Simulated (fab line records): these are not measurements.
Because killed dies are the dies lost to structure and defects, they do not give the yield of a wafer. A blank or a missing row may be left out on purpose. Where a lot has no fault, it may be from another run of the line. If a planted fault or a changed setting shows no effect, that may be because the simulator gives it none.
Chamber matching / flow n5-finfet / N5_BEOL_M6_ETCH_65 on rie-diel-05: 4 sister chambers
The step etches SiARC in CF4, target depth 15.6 nm, time 26 s. 14 wafers are shown with their chamber, then 6 later ones without.

EACH WAFER AND ITS CHAMBER
wafer=L762.1; chamber=1; drypump-motor-current-A (A)=6.2; throttle-valve-pct (%)=15.46; showerhead-plenum-p-Torr (Torr)=2.10
wafer=L762.2; chamber=3; drypump-motor-current-A (A)=5.5; throttle-valve-pct (%)=15.24; showerhead-plenum-p-Torr (Torr)=2.11
wafer=L762.6; chamber=2; drypump-motor-current-A (A)=5.6; throttle-valve-pct (%)=15.83; showerhead-plenum-p-Torr (Torr)=2.22
wafer=L768.1; chamber=2; drypump-motor-current-A (A)=5.6; throttle-valve-pct (%)=15.86; showerhead-plenum-p-Torr (Torr)=2.21
wafer=L768.2; chamber=3; drypump-motor-current-A (A)=5.6; throttle-valve-pct (%)=15.27; showerhead-plenum-p-Torr (Torr)=2.10
wafer=L768.6; chamber=1; drypump-motor-current-A (A)=6.2; throttle-valve-pct (%)=15.47; showerhead-plenum-p-Torr (Torr)=2.10
wafer=L769.1; chamber=2; drypump-motor-current-A (A)=5.6; throttle-valve-pct (%)=15.87; showerhead-plenum-p-Torr (Torr)=2.21
wafer=L769.3; chamber=1; drypump-motor-current-A (A)=6.2; throttle-valve-pct (%)=15.46; showerhead-plenum-p-Torr (Torr)=2.09
wafer=L776.2; chamber=1; drypump-motor-current-A (A)=6.2; throttle-valve-pct (%)=15.50; showerhead-plenum-p-Torr (Torr)=2.09
wafer=L776.3; chamber=0; drypump-motor-current-A (A)=5.3; throttle-valve-pct (%)=15.61; showerhead-plenum-p-Torr (Torr)=2.18
wafer=L776.5; chamber=1; drypump-motor-current-A (A)=6.1; throttle-valve-pct (%)=15.50; showerhead-plenum-p-Torr (Torr)=2.09
wafer=L779.1; chamber=2; drypump-motor-current-A (A)=5.6; throttle-valve-pct (%)=15.91; showerhead-plenum-p-Torr (Torr)=2.20
wafer=L779.2; chamber=1; drypump-motor-current-A (A)=6.2; throttle-valve-pct (%)=15.49; showerhead-plenum-p-Torr (Torr)=2.09
wafer=L779.4; chamber=0; drypump-motor-current-A (A)=5.3; throttle-valve-pct (%)=15.65; showerhead-plenum-p-Torr (Torr)=2.17

SIGNATURES, as means of the wafers listed above
reading=drypump-motor-current-A; chamber 0=5.300; chamber 1=6.183; chamber 2=5.600; chamber 3=5.550; scatter within a chamber=0.0365
reading=throttle-valve-pct; chamber 0=15.6300; chamber 1=15.4800; chamber 2=15.8675; chamber 3=15.2550; scatter within a chamber=0.0251
reading=showerhead-plenum-p-Torr; chamber 0=2.1750; chamber 1=2.0933; chamber 2=2.2100; chamber 3=2.1050; scatter within a chamber=0.00658
Rule: for each reading, subtract the chamber's mean from the wafer's reading, divide by that reading's scatter and square the result; add these up over the readings and take the root, which gives the wafer's distance from the chamber. The wafer belongs to the nearest chamber; if the next one is less than 2 further off, it can't be placed. The scatter is the square root of a quotient: the sum, over the shown wafers, of each reading's squared deviation from its chamber's mean, divided by wafers minus chambers.

WAFERS WITHOUT THEIR CHAMBER
wafer=L781.1; drypump-motor-current-A (A)=5.4; throttle-valve-pct (%)=15.63; showerhead-plenum-p-Torr (Torr)=2.17
wafer=L781.3; drypump-motor-current-A (A)=5.6; throttle-valve-pct (%)=15.91; showerhead-plenum-p-Torr (Torr)=2.20
wafer=L781.4; drypump-motor-current-A (A)=6.2; throttle-valve-pct (%)=15.51; showerhead-plenum-p-Torr (Torr)=2.09
wafer=L783.2; drypump-motor-current-A (A)=5.4; throttle-valve-pct (%)=15.64; showerhead-plenum-p-Torr (Torr)=2.17
wafer=L783.5; drypump-motor-current-A (A)=5.5; throttle-valve-pct (%)=15.31; showerhead-plenum-p-Torr (Torr)=2.09
wafer=L783.6; drypump-motor-current-A (A)=5.4; throttle-valve-pct (%)=15.65; showerhead-plenum-p-Torr (Torr)=2.17

THE CHAMBER EACH PASSED THROUGH
wafer=L781.1; from the rows above=0; in truth=0
wafer=L781.3; from the rows above=2; in truth=2
wafer=L781.4; from the rows above=1; in truth=1
wafer=L783.2; from the rows above=0; in truth=0
wafer=L783.5; from the rows above=3; in truth=3
wafer=L783.6; from the rows above=0; in truth=0
Correct placement for 6 of the 6. Left unplaced by these rows: 0. Placed wrongly: 0.
